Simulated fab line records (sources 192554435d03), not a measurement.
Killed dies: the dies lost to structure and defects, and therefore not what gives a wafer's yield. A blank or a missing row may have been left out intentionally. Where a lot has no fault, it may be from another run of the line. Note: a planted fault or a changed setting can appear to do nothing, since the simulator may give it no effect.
Which tool did it? ; flow n5 finfet ; at 1 step of a route of 1938, 6 lots with 18 wafers sampled

## WHAT THE GAUGES SHOWED, per wafer
N5_WELL_APT_INSPECT_27: inspects for defects (macro).
lot;measured;on;raw defect count
L957;day 2 09:06;defect inspect-02;3 1 0
L965;day 4 08:45;defect inspect-01;2 2 2
L967;day 4 22:46;defect inspect-01;1 3 2
L969;day 5 08:55;defect inspect-01;2 2 1
L974;day 6 15:07;defect inspect-02;3 1 1
L977;day 7 09:01;defect inspect-01;3 0 3

## EACH LOT AND THE TOOL THAT RAN IT (in order: tool; ch and the chambers of the sampled wafers; start)
The record holds no process step before these readings.

## THE ANSWER, worked out from the rows above alone
Rule: what is usual is taken from the lots themselves. The widest of any qualifying gaps counts: lots, ordered by their means at a reading, are off when they make up no more than a third of the lots, leave a main group of 4 or more, and stand apart from it by 3 or more times the standard deviation of that group's means. A main group is skipped when, at the precision printed for the reading in the tables above, its means are all equal. A lot without any number at a reading at which 4 lots or more have one is off too. All remaining lots with rows at the step are treated as sound.
Across all readings shown, no lot is off: no conclusion can be drawn from this.

## WHAT HAD BEEN PUT IN BY THE SIMULATOR
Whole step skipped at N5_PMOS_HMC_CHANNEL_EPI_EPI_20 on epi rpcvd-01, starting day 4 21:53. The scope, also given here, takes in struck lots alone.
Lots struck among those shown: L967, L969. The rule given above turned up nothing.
